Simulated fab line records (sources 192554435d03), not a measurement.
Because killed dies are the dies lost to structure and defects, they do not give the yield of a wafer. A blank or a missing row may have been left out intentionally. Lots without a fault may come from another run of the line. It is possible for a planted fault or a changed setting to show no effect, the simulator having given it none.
fab line records	flow n5_finfet
record: lots: 6	wafers: 18	last_day: 18
route steps=1938 shown BEOL_M5@1129 PASSIVATION@1936
lots untouched by any fault: they come from a run of this same line in which no faults occurred
start_h: hours from the record's opening day to when the first of the lot's shown wafers began	wait_h: hours elapsed since this lot's preceding step	" identical to the entry in the row above	L1.1+2: a single row standing in for several wafers	- either no value or no given start	* or withheld: withheld	< > ~ a bound
route shown NAME@n: NAME is a module with steps in the file, n the number in the route of the first one	usual: average and standard deviation across the fault-free wafers	same: alike in all rows	chamber/n: place in a boat	sites: readings site by site	_std_site: the standard deviation of these	_edge_site: inner sites' mean taken away from outer sites' mean	radius_mm: how far each site lies from the wafer's centre	mask NAME#n: copy n	behind: the tool/chamber that last shaped the wafer	hold: why the lot went on hold/how many hours it stayed there/how the hold came to an end	device: the transistor (n, p or np) that didn't switch	end of line: the route-end tests of the same wafers	step lacking rows: just its recipe	killed: at the first sort, the dies lost to defects and structure; wafer yield is something else	map: per-die view of a wafer (x killed, . not killed, _ where there is no die)
set.NAME: the setting as run; set.NAME@STEP: as run at that earlier step	model.NAME: the simulator's own value behind a step, which no gauge read
lots at selected steps of the route; one table per step, one row per wafer
services: when a tool's chamber went out of use (start_h, in hours from the record's first day, below 0 if earlier), for how many hours, and the reason
== steps ==
step: N5_BEOL_M5_DESCUM_16
recipe: chemistry: O2	time_s: 7	source_power_w: 50	bias_power_w: 20	pressure_mtorr: 20	rf_frequency_hz: 2.712e+07	temp_c: 40	resist: CAR-EUV	o2_flow_sccm: 225
usual: drypump_motor_current_A: 5.9/0.32	oes_product_au: 0.80/0.091	rf_vpp_V: 242.7/1.7	showerhead_plenum_p_Torr: 2.07/0.09	throttle_valve_pct: 20.35/0.24
lot.wafer	tool	chamber	start_h	wait_h	drypump_motor_current_A	oes_product_au	rf_hours_counter_h	rf_vpp_V	showerhead_plenum_p_Torr	throttle_valve_pct
L666.4	rie_diel-03	1	162.68	0.1	5.6	0.73	185	241.2	2.00	20.79
L666.5	"	0	"	"	5.8	0.90	-	243.1	2.13	20.56
L666.6	"	1	"	"	5.6	0.73	-	240.9	2.00	20.77
L671.4	rie_diel-04	1	193.90	0.0	6.2	0.74	-	244.3	2.18	20.36
L671.5	"	0	"	"	5.4	0.75	-	240.5	1.97	20.01
L671.6	"	3	"	"	5.6	0.79	-	241.2	1.95	20.26
L677.4	rie_diel-06	3	241.28	0.0	6.0	0.75	146	242.0	2.02	20.57
L677.5	"	2	"	"	5.9	0.94	-	243.7	2.12	19.96
L677.6	"	3	"	"	6.0	0.75	-	241.2	2.02	20.59
L679.1	rie_diel-04	2	256.85	0.0	6.1	0.93	16	244.3	2.13	20.29
L679.5	"	3	"	"	5.6	0.76	-	240.1	1.94	20.29
L679.6	"	1	"	"	6.2	0.72	-	243.1	2.18	20.39
L685.1	rie_diel-06	0	295.66	0.0	5.5	0.93	9	245.8	2.23	20.11
L685.3	"	2	"	"	5.9	0.88	23	242.8	2.11	19.99
L685.5	"	0	"	"	5.4	0.93	-	246.4	2.23	20.12
L687.2	rie_diel-06	1	302.09	0.0	6.2	0.85	66	242.9	2.04	20.57
L687.3	"	3	"	"	6.0	0.74	166	241.9	2.02	20.64
L687.5	"	0	"	"	5.4	0.93	-	246.0	2.23	20.12
step: N5_BEOL_M5_ETCH_72
recipe: chemistry: N2/H2	target: underlayer	target_depth_a: 65	mask_material: CAR-EUV	time_s: 5.2	ion_energy_ev: 200	pressure_mtorr: 30	source_w: 840	bias_w: 150	n2_flow_sccm: 200	h2_flow_sccm: 200	ends: cleared
step: N5_BEOL_M5_ETCH_61
recipe: chemistry: CF4	target: SiARC	target_depth_a: 156	mask_material: CAR-EUV	time_s: 26	ion_energy_ev: 80	pressure_mtorr: 40	source_w: 545	bias_w: 36	Ar_flow_sccm: 100	cf4_flow_sccm: 100	ends: cleared
usual: cf4_flow_sccm: 100.0/0.3	drypump_motor_current_A: 5.9/0.31	etch_rf_on_time_s: 26.1/1	mfc_ar_sccm: 99.99/0.29	oes_product_au: 0.69/0.079	rf_vpp_V: 183.8/1.3	showerhead_plenum_p_Torr: 2.12/0.088	throttle_valve_pct: 15.56/0.2
lot.wafer	tool	chamber	start_h	wait_h	cf4_flow_sccm	drypump_motor_current_A	etch_rf_on_time_s	mfc_ar_sccm	oes_product_au	rf_hours_counter_h	rf_vpp_V	showerhead_plenum_p_Torr	throttle_valve_pct
L666.4	rie_diel-03	1	162.74	0.0	100.2	5.6	25.3	100.07	0.64	185	183.5	2.05	15.89
L666.5	"	0	"	"	99.5	5.8	24.3	100.27	0.78	-	184.0	2.19	15.70
L666.6	"	1	"	"	100.0	5.6	25.3	100.45	0.64	-	183.0	2.05	15.89
L671.4	rie_diel-04	1	193.95	0.0	99.4	6.2	27.8	99.87	0.61	-	184.2	2.22	15.52
L671.5	"	0	"	"	100.2	5.5	26.0	99.85	0.64	-	182.5	2.05	15.47
L671.6	"	3	"	"	100.0	5.6	25.6	100.16	0.67	-	183.3	1.99	15.34
L677.4	rie_diel-06	3	241.33	0.0	100.1	5.9	26.1	99.99	0.64	146	183.9	2.08	15.76
L677.5	"	2	"	"	99.6	5.9	26.5	99.78	0.80	-	184.5	2.19	15.27
L677.6	"	3	"	"	99.5	5.9	26.4	99.58	0.63	-	182.7	2.08	15.76
L679.1	rie_diel-04	2	256.90	0.0	100.7	6.0	26.6	99.73	0.77	16	184.6	2.19	15.47
L679.5	"	3	"	"	99.4	5.6	25.7	99.83	0.66	-	184.5	1.98	15.38
L679.6	"	1	"	"	99.7	6.2	28.3	99.45	0.59	-	185.3	2.21	15.55
L685.1	rie_diel-06	0	295.71	0.0	100.6	5.5	25.0	99.77	0.81	9	185.3	2.28	15.34
L685.3	"	2	"	"	99.9	5.9	26.4	100.17	0.75	23	185.6	2.18	15.30
L685.5	"	0	"	"	99.8	5.5	25.0	99.67	0.81	-	186.7	2.28	15.36
L687.2	rie_diel-06	1	302.14	0.0	100.2	6.2	25.5	99.92	0.72	66	182.4	2.09	15.68
L687.3	"	3	"	"	100.4	6.0	25.8	100.08	0.64	166	183.2	2.07	15.81
L687.5	"	0	"	"	99.9	5.5	25.1	100.04	0.81	-	185.1	2.28	15.36
step: N5_BEOL_M5_ETCH_62
recipe: chemistry: N2/H2	target: SOC	target_depth_a: 750	overetch_a: 150	mask_material: SiARC	temp_c: 40	time_s: 112.5	ion_energy_ev: 200	pressure_mtorr: 30	source_w: 840	bias_w: 150	n2_flow_sccm: 200	h2_flow_sccm: 200
usual: drypump_motor_current_A: 5.9/0.31	oes_product_au: 0.63/0.068	rf_vpp_V: 523/3.1	showerhead_plenum_p_Torr: 2.50/0.11	throttle_valve_pct: 17.67/0.22
lot.wafer	tool	chamber	start_h	wait_h	drypump_motor_current_A	oes_product_au	rf_hours_counter_h	rf_vpp_V	showerhead_plenum_p_Torr	throttle_valve_pct
L666.4	rie_diel-03	1	162.76	0.0	5.6	0.59	185	519	2.42	18.06
L666.5	"	0	"	"	5.8	0.70	-	524	2.59	17.98
L666.6	"	1	"	"	5.6	0.58	-	521	2.42	18.06
L671.4	rie_diel-04	1	194.02	0.1	6.2	0.59	-	526	2.61	17.51
L671.5	"	0	"	"	5.4	0.59	-	520	2.42	17.57
L671.6	"	3	"	"	5.7	0.62	-	519	2.34	17.46
L677.4	rie_diel-06	3	241.36	0.0	5.9	0.59	146	521	2.42	17.75
L677.5	"	2	"	"	5.9	0.74	-	526	2.61	17.53
L677.6	"	3	"	"	5.9	0.60	-	522	2.42	17.74
L679.1	rie_diel-04	2	256.93	0.0	6.1	0.73	16	525	2.60	17.66
L679.5	"	3	"	"	5.6	0.60	-	519	2.33	17.50
L679.6	"	1	"	"	6.2	0.58	-	527	2.60	17.56
L685.1	rie_diel-06	0	295.74	0.0	5.4	0.73	9	528	2.70	17.49
L685.3	"	2	"	"	5.9	0.69	24	525	2.60	17.56
L685.5	"	0	"	"	5.5	0.73	-	531	2.70	17.49
L687.2	rie_diel-06	1	302.17	0.0	6.2	0.66	66	521	2.48	17.93
L687.3	"	3	"	"	6.0	0.58	166	521	2.41	17.78
L687.5	"	0	"	"	5.5	0.73	-	528	2.69	17.49
step: N5_BEOL_M5_STRIP_63
recipe: chemistry: N2/H2	temp_c: 40	n2_flow_sccm: 200	h2_flow_sccm: 200	rf_frequency_hz: 6e+07
step: N5_BEOL_M5_STRIP_73
recipe: chemistry: N2/H2	temp_c: 40	n2_flow_sccm: 200	h2_flow_sccm: 200	rf_frequency_hz: 6e+07
step: N5_BEOL_M5_STRIP_64
recipe: chemistry: CF4	resist: SiARC	power_w: 300	bias_power_w: 75	pressure_mtorr: 50	cf4_flow_sccm: 150	rf_frequency_hz: 6e+07
usual: cf4_flow_sccm: 150.0/0.44	drypump_motor_current_A: 5.9/0.32	oes_product_au: 0.79/0.084	power_w: 300.0/0.93	rf_vpp_V: 270.6/1.8	showerhead_plenum_p_Torr: 1.78/0.073	throttle_valve_pct: 13.51/0.21
lot.wafer	tool	chamber	start_h	wait_h	cf4_flow_sccm	drypump_motor_current_A	oes_product_au	power_w	rf_hours_counter_h	rf_vpp_V	showerhead_plenum_p_Torr	throttle_valve_pct
L666.4	rie_diel-03	1	162.89	0.0	149.6	5.5	0.73	299.4	185	270.6	1.73	13.89
L666.5	"	0	"	"	150.7	5.8	0.87	299.7	-	271.5	1.85	13.69
L666.6	"	1	"	"	149.0	5.6	0.73	299.0	-	269.6	1.73	13.87
L671.4	rie_diel-04	1	194.10	0.0	150.8	6.2	0.73	300.0	-	273.9	1.86	13.49
L671.5	"	0	"	"	149.5	5.4	0.74	300.2	-	269.2	1.72	13.50
L671.6	"	3	"	"	149.2	5.6	0.78	298.4	-	269.1	1.67	13.30
L677.4	rie_diel-06	3	241.49	0.0	150.4	6.0	0.75	297.7	146	268.9	1.73	13.69
L677.5	"	2	"	"	150.1	5.9	0.92	301.0	-	272.9	1.84	13.23
L677.6	"	3	"	"	149.4	6.0	0.75	297.5	-	269.9	1.73	13.68
L679.1	rie_diel-04	2	257.05	0.0	149.7	6.0	0.90	299.0	16	271.5	1.81	13.32
L679.5	"	3	"	"	150.6	5.6	0.75	299.4	-	268.7	1.66	13.36
L679.6	"	1	"	"	150.4	6.2	0.72	300.3	-	270.7	1.85	13.54
L685.1	rie_diel-06	0	295.86	0.0	149.5	5.5	0.91	300.9	9	272.9	1.91	13.26
L685.3	"	2	"	"	149.6	5.8	0.87	299.8	24	271.7	1.83	13.27
L685.5	"	0	"	"	149.8	5.5	0.91	298.6	-	272.1	1.91	13.28
L687.2	rie_diel-06	1	302.29	0.0	150.4	6.2	0.82	298.9	66	270.9	1.74	13.58
L687.3	"	3	"	"	149.4	6.0	0.73	300.1	166	269.9	1.73	13.74
L687.5	"	0	"	"	150.4	5.4	0.91	300.0	-	270.3	1.91	13.27
step: N5_BEOL_M5_HM_OPEN_17
recipe: chemistry: Cl2/BCl3	target_depth_a: 200	overetch_a: 60	target: TiN	mask_material: SOC	ion_energy_ev: 150	pressure_mtorr: 10	icp_w: 1000	bias_w: 126	Cl2_flow_sccm: 53.25	bcl3_flow_sccm: 21.75	Ar_flow_sccm: 25
usual: drypump_motor_current_A: 5.7/0.39	mfc_ar_sccm: 24.99/0.075	oes_product_au: 0.67/0.067	throttle_valve_pct: 21.99/0.26
lot.wafer	tool	chamber	start_h	wait_h	drypump_motor_current_A	mfc_ar_sccm	oes_product_au	rf_hours_counter_h	throttle_valve_pct
L666.4	rie_metal-01	0	162.96	0.1	5.2	24.94	0.79	-	22.27
L666.5	"	0	"	"	5.1	24.96	0.79	-	22.26
L666.6	"	1	"	"	5.5	25.05	0.51	-	22.20
L671.4	rie_metal-01	0	194.22	0.1	5.2	24.92	0.77	-	22.26
L671.5	"	0	"	"	5.2	24.89	0.77	-	22.26
L671.6	"	0	"	"	5.2	25.02	0.77	-	22.26
L677.4	rie_metal-02	0	241.56	0.1	5.6	25.06	0.64	-	21.88
L677.5	"	1	"	"	6.3	25.11	0.64	-	21.58
L677.6	"	0	"	"	5.6	24.93	0.65	-	21.88
L679.1	rie_metal-03	1	257.10	0.0	5.9	25.17	0.65	46	22.24
L679.5	"	0	"	"	5.6	25.04	0.64	-	21.87
L679.6	"	1	"	"	5.9	24.97	0.65	-	22.23
L685.1	rie_metal-01	1	295.90	0.0	5.5	24.95	0.77	9	22.22
L685.3	"	0	"	"	5.2	24.86	0.73	-	22.30
L685.5	"	1	"	"	5.5	24.99	0.78	-	22.23
L687.2	rie_metal-01	0	302.34	0.0	5.2	25.02	0.72	21	22.31
L687.3	"	1	"	"	5.5	25.04	0.77	-	22.22
L687.5	"	1	"	"	5.5	25.07	0.78	-	22.21
step: N5_BEOL_M5_STRIP_19
recipe: chemistry: O2	power_w: 400	temp_c: 40	pressure_mtorr: 30	rf_frequency_hz: 6e+07	bias_power_w: 0	overash_fraction: 0.2	o2_flow_sccm: 225
step: N5_BEOL_M5_CD_MEAS_18
recipe: pitch_nm: 56	target_cd_nm: 28
usual: cd_nm: 28.1/0.41
lot.wafer	tool	chamber	start_h	wait_h	cd_nm
L666.4	cd_sem-03	-	163.23	0.1	27.9
L666.5	"	-	"	"	27.6
L666.6	"	-	"	"	27.5
L671.4	cd_sem-01	-	194.42	0.1	27.9
L671.5	"	-	"	"	28.7
L671.6	"	-	"	"	28.3
L677.4	cd_sem-02	-	241.84	0.0	28.4
L677.5	"	-	"	"	28.0
L677.6	"	-	"	"	28.4
L679.1	cd_sem-03	-	257.28	0.0	28.6
L679.5	"	-	"	"	28.2
L679.6	"	-	"	"	27.5
L685.1	cd_sem-03	-	296.09	0.0	28.7
L685.3	"	-	"	"	27.1
L685.5	"	-	"	"	28.6
L687.2	cd_sem-01	-	302.52	0.1	28.1
L687.3	"	-	"	"	28.4
L687.5	"	-	"	"	29.2
step: N5_BEOL_M5_COAT_65
recipe: resist: SOC	temp_c: 250	time_s: 60	spin_rpm: 1500	resist_thk_nm: 60
step: N5_BEOL_M5_COAT_66
recipe: resist: SiARC	temp_c: 220	time_s: 60	spin_rpm: 1500	resist_thk_nm: 12
step: N5_BEOL_M5_COAT_74
recipe: resist: underlayer	temp_c: 205	time_s: 60	spin_rpm: 1500	resist_thk_nm: 5
usual: heater_power_total_W: 391.6/1.3	plate_temp_C: 204.99/0.15
lot.wafer	tool	chamber	start_h	wait_h	heater_power_total_W	plate_temp_C
L666.4	litho_track-01	0	163.27	-	389.9	204.89
L666.5	"	0	"	"	393.0	204.94
L666.6	"	0	"	"	390.6	205.03
L671.4	litho_track-04	0	195.75	-	389.6	204.84
L671.5	"	0	"	"	390.4	205.08
L671.6	"	0	"	"	392.3	205.02
L677.4	litho_track-01	0	241.88	-	384.1	200.95
L677.5	"	0	"	"	382.6	200.88
L677.6	"	0	"	"	382.7	201.07
L679.1	litho_track-01	0	258.27	-	381.4	200.70
L679.5	"	0	"	"	381.8	200.76
L679.6	"	0	"	"	383.6	200.97
L685.1	litho_track-03	0	299.47	-	389.5	204.97
L685.3	"	0	"	"	390.2	205.13
L685.5	"	0	"	"	391.1	204.94
L687.2	litho_track-04	0	305.43	-	390.8	204.93
L687.3	"	0	"	"	392.0	204.86
L687.5	"	0	"	"	390.6	204.95
step: N5_BEOL_M5_COAT_22
recipe: resist: CAR-EUV	spin_rpm: 1500	resist_thk_nm: 30
step: N5_PASSIVATION_PROBE_49
usual: defect_limited_yield: 90.9/1.6	killed_at_M0_to_M3: 34/10	killed_at_M4_up: 13/5.4	killed_at_contacts: 13/6	killed_at_front_end: 42/13	killed_at_other: 4/3.2	killed_dies: 107/18	killed_open: 69/14	killed_short: 35/7.7	sort_bin_5_function: 5.3/1	sort_bin_6_memory: 3.3/0.75	sort_bin_8_speed: 0.00/0.015	sort_n_pass: 1073/19	sort_yield_pct: 90.9/1.6
same: gross_dies: 1180	killed_at_back_side: 0	sort_bin_4_leakage[%]: 0
lot.wafer	tool	chamber	start_h	wait_h	defect_limited_yield[%]	killed_at_M0_to_M3	killed_at_M4_up	killed_at_contacts	killed_at_front_end	killed_at_other	killed_dies	killed_open	killed_short	sort_bin_5_function[%]	sort_bin_6_memory[%]	sort_bin_8_speed[%]	sort_n_pass	sort_yield_pct[%]
L666.4	prober-02	-	265.85	0.2	90.3	33	16	12	53	1	115	74	37	5.1	4.2	0	1065	90.3
L666.5	prober-02	-	265.90	0.2	92.5	18	27	14	30	0	89	65	22	5.0	2.1	0	1091	92.5
L666.6	prober-02	-	265.95	0.3	92.6	26	18	7	33	3	87	53	32	4.4	2.3	0	1093	92.6
L671.4	prober-01	-	289.65	0.2	93.5	26	10	19	20	2	77	48	27	3.4	2.7	0	1103	93.5
L671.5	prober-01	-	289.70	0.2	92.1	21	17	7	39	9	93	56	30	4.4	2.8	0	1087	92.1
L671.6	prober-01	-	289.75	0.3	90.7	46	7	18	37	2	110	63	42	5.5	3.7	0	1070	90.7
L677.4	prober-02	-	342.09	0.2	90.6	37	22	15	34	3	111	73	36	5.3	4.1	0	1069	90.6
L677.5	prober-02	-	342.14	0.2	92.7	35	8	11	29	3	86	55	31	4.7	2.5	0	1094	92.7
L677.6	prober-02	-	342.19	0.3	90.5	34	14	16	31	17	112	59	43	4.5	3.8	0	1068	90.5
L679.1	prober-01	-	357.41	0.0	91.2	37	7	6	50	4	104	65	38	4.7	4.0	0	1076	91.2
L679.5	prober-01	-	357.61	0.2	91.0	49	8	10	35	4	106	71	34	5.7	3.0	0.08	1073	90.9
L679.6	prober-01	-	357.66	0.3	88.9	48	11	12	56	4	131	73	43	6.0	4.1	0	1049	88.9
L687.2	prober-02	-	400.82	0.1	92.4	32	21	12	23	2	90	69	18	5.1	2.5	0	1090	92.4
L687.3	prober-02	-	400.87	0.1	90.8	26	18	13	50	2	109	73	35	6.0	2.9	0	1071	90.8
L687.5	prober-02	-	400.97	0.2	92.6	22	15	14	32	4	87	57	29	4.1	2.7	0	1093	92.6
L685.1	prober-02	-	420.80	0.0	90.3	20	21	13	58	3	115	74	40	6.5	2.9	0	1065	90.3
L685.3	prober-02	-	420.90	0.1	90.2	30	11	8	58	9	116	63	44	6.0	3.6	0	1064	90.2
L685.5	prober-02	-	421.00	0.2	93.3	28	6	11	33	1	79	47	31	4.2	2.2	0	1101	93.3
killed by level:class
L666.4 FIN_SAQP:geometric_particle:short=17 BEOL_M2:geometric_particle:open=10 FIN_SAQP:geometric_particle:open=9 STI_FIN_REVEAL:geometric_particle:open=9 MOL_CONTACT_COAG:geometric_particle:open=8 BEOL_M4:geometric_particle:open=7 BEOL_M0:geometric_particle:open=6 BEOL_M0_SAQP:geometric_particle:short=4
L666.5 BEOL_M4:geometric_particle:open=16 MOL_CONTACT_COAG:geometric_particle:open=14 FIN_SAQP:geometric_particle:short=6 GATE_CUT:geometric_particle:open=6 GATE_CUT:geometric_particle:short=5 BEOL_M2:geometric_particle:open=5 FIN_SAQP:geometric_particle:open=4 BEOL_M5:geometric_particle:open=4
L666.6 FIN_SAQP:geometric_particle:open=11 FIN_SAQP:geometric_particle:short=9 BEOL_M0_SAQP:geometric_particle:short=8 BEOL_M4:geometric_particle:open=7 BEOL_M0:geometric_particle:open=6 MOL_CONTACT_COAG:geometric_particle:open=5 BEOL_M2:geometric_particle:open=5 STI_FIN_REVEAL:geometric_particle:open=3
L671.4 MOL_CONTACT_COAG:geometric_particle:open=12 BEOL_M0_SAQP:geometric_particle:short=9 BEOL_M0_SAQP:geometric_particle:open=7 MOL_CONTACT_COAG:geometric_particle:short=6 STARTING-WAFER:geometric_particle:short=4 BEOL_M1:geometric_particle:open=3 BEOL_M4:geometric_particle:open=3 BEOL_M2:geometric_particle:open=3
L671.5 BEOL_M4:geometric_particle:open=10 FIN_SAQP:geometric_particle:short=9 BEOL_M0_SAQP:geometric_particle:open=6 BEOL_M2:geometric_particle:open=6 HKMG_FIN:area_etch=5 DUMMY_GATE:geometric_particle:open=4 MOL_CONTACT_COAG:geometric_particle:open=4 BEOL_M2:geometric_particle:short=4
L671.6 BEOL_M0_SAQP:geometric_particle:short=15 BEOL_M0_SAQP:geometric_particle:open=11 BEOL_M2:geometric_particle:open=10 MOL_CONTACT_COAG:geometric_particle:open=9 DUMMY_GATE:geometric_particle:open=8 FIN_SAQP:geometric_particle:short=5 MOL_CONTACT_COAG:geometric_particle:short=5 FIN_SAQP:geometric_particle:open=4
L677.4 BEOL_M4:geometric_particle:open=16 MOL_CONTACT_COAG:geometric_particle:open=13 BEOL_M0_SAQP:geometric_particle:short=11 BEOL_M0_SAQP:geometric_particle:open=10 STI_FIN_REVEAL:geometric_particle:open=8 BEOL_M2:geometric_particle:open=7 GATE_CUT:geometric_particle:short=5 BEOL_M4:geometric_particle:short=5
L677.5 BEOL_M1:geometric_particle:open=9 BEOL_M0_SAQP:geometric_particle:open=7 MOL_CONTACT_COAG:geometric_particle:open=6 BEOL_M0_SAQP:geometric_particle:short=6 GATE_CUT:geometric_particle:open=5 MOL_CONTACT_COAG:geometric_particle:short=5 BEOL_M2:geometric_particle:open=5 FIN_SAQP:geometric_particle:short=4
L677.6 BEOL_M0_SAQP:geometric_particle:open=12 MOL_CONTACT_COAG:geometric_particle:open=10 HKMG_FIN:area_etch=9 BEOL_M0_SAQP:geometric_particle:short=8 MIM_BOT:geometric_particle:short=8 BEOL_M4:geometric_particle:open=7 MOL_CONTACT_COAG:geometric_particle:short=6 MIM_BOT:geometric_particle:open=6
L679.1 STI_FIN_REVEAL:geometric_particle:open=13 BEOL_M1:geometric_particle:open=12 FIN_SAQP:geometric_particle:short=10 STI_FIN_REVEAL:geometric_particle:short=7 BEOL_M0_SAQP:geometric_particle:open=7 BEOL_M0_SAQP:geometric_particle:short=7 MOL_CONTACT_COAG:geometric_particle:open=6 FIN_SAQP:geometric_particle:open=5
L679.5 BEOL_M0:geometric_particle:open=10 BEOL_M0_SAQP:geometric_particle:open=9 STI_FIN_REVEAL:geometric_particle:open=8 DUMMY_GATE:geometric_particle:open=8 BEOL_M0_SAQP:geometric_particle:short=7 MOL_CONTACT_COAG:geometric_particle:open=7 BEOL_M1:geometric_particle:open=7 BEOL_M2:geometric_particle:open=6
L679.6 BEOL_M2:geometric_particle:open=12 MOL_CONTACT_COAG:geometric_particle:open=10 HKMG_FIN:area_etch=10 FIN_SAQP:geometric_particle:short=9 BEOL_M0_SAQP:geometric_particle:open=9 STI_FIN_REVEAL:geometric_particle:open=8 BEOL_M0_SAQP:geometric_particle:short=5 BEOL_M1:geometric_particle:open=5
L687.2 MOL_CONTACT_COAG:geometric_particle:open=11 BEOL_M2:geometric_particle:open=9 BEOL_M4:geometric_particle:open=8 STI_FIN_REVEAL:geometric_particle:open=7 BEOL_M1:geometric_particle:open=6 FIN_SAQP:geometric_particle:open=4 BEOL_M3:geometric_particle:open=4 BEOL_M0_SAQP:geometric_particle:open=4
L687.3 STI_FIN_REVEAL:geometric_particle:open=15 BEOL_M4:geometric_particle:open=12 MOL_CONTACT_COAG:geometric_particle:open=8 BEOL_M2:geometric_particle:open=8 FIN_SAQP:geometric_particle:open=5 STI_FIN_REVEAL:geometric_particle:short=5 MOL_CONTACT_COAG:geometric_particle:short=5 BEOL_M3:geometric_particle:open=5
L687.5 MOL_CONTACT_COAG:geometric_particle:open=11 STI_FIN_REVEAL:geometric_particle:open=10 BEOL_M4:geometric_particle:open=7 FIN_SAQP:geometric_particle:open=5 GATE_CUT:geometric_particle:open=5 BEOL_M0_SAQP:geometric_particle:short=5 BEOL_M1:geometric_particle:open=5 BEOL_M0_SAQP:geometric_particle:open=4
L685.1 STI_FIN_REVEAL:geometric_particle:open=18 FIN_SAQP:geometric_particle:open=13 MOL_CONTACT_COAG:geometric_particle:open=11 FIN_SAQP:geometric_particle:short=8 STARTING-WAFER:geometric_particle:short=8 BEOL_M0_SAQP:geometric_particle:short=8 BEOL_M4:geometric_particle:open=7 BEOL_M5:geometric_particle:open=7
L685.3 FIN_SAQP:geometric_particle:short=15 BEOL_M3:geometric_particle:open=12 FIN_SAQP:geometric_particle:open=10 STI_FIN_REVEAL:geometric_particle:open=9 MOL_CONTACT_COAG:geometric_particle:open=7 FIN_CUT:area_etch=7 PAD_METAL:geometric_particle:short=6 DUMMY_GATE:geometric_particle:open=5
L685.5 FIN_SAQP:geometric_particle:open=9 BEOL_M3:geometric_particle:open=9 FIN_SAQP:geometric_particle:short=8 MOL_CONTACT_COAG:geometric_particle:open=7 BEOL_M0_SAQP:geometric_particle:short=7 BEOL_M0_SAQP:geometric_particle:open=7 DUMMY_GATE:geometric_particle:open=4 MOL_CONTACT_COAG:geometric_particle:short=4
== services ==
tool	chamber	start_h	hours	kind
rie_diel-04	2	157.46	2.1	repair
rie_metal-01	-	167.32	2.4	repair
rie_diel-03	2	175.53	-	clean
rie_diel-03	2	175.53	-	consumable_replace:focus_ring
rie_diel-06	2	178.37	10.6	repair
rie_diel-04	2	189.35	-	clean
rie_diel-04	2	189.35	-	consumable_replace:focus_ring
rie_diel-04	2	189.35	21.2	scheduled_down
rie_diel-04	2	189.35	21.2	vent_cycle
rie_diel-06	-	201.59	2.8	pm
rie_diel-04	0	209.83	5.8	repair
rie_diel-06	2	213.54	-	clean
rie_diel-06	2	213.54	-	consumable_replace:focus_ring
rie_diel-06	2	213.54	13.1	scheduled_down
rie_diel-06	2	213.54	13.1	vent_cycle
rie_diel-06	0	242.41	-	clean
rie_diel-06	0	242.41	-	consumable_replace:focus_ring
rie_diel-06	0	242.41	-	consumable_replace:showerhead
rie_diel-06	0	242.41	21.1	scheduled_down
rie_diel-06	0	242.41	21.1	vent_cycle
rie_diel-04	0	250.43	17.9	repair
rie_diel-03	-	267.61	2.8	pm
rie_metal-01	-	272.73	0.1	repair
rie_diel-03	3	285.89	4.9	repair
== key ==
first_sign: step: N5_BEOL_M5_COAT_74	reading: plate_temp_C	direction: down	sigmas: 27	usual: *	struck: *
effect: step: N5_BEOL_M5_COAT_74	reading: heater_power_total_W	direction: down	sigmas: 6.9	usual: *	struck: *
met_at N5_BEOL_M5_COAT_74
struck_wafers L677.4,L677.5,L677.6,L679.1,L679.5,L679.6
baseline_loss: step: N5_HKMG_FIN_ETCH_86	wafers: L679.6
onset_between 163.27 241.88
fault: kind: process_parameter_drift	tool: litho_track-01	chamber: -	onset_h: 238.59	steps: N5_BEOL_M5_COAT_74	channel: temp_c	offset: *	shape: step	end_h: 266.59	acts_in: *	stated: *
baseline_loss: these wafers lose ten dies or more at that step, a loss of the line's own and not of a fault; the sort's usual values leave them out
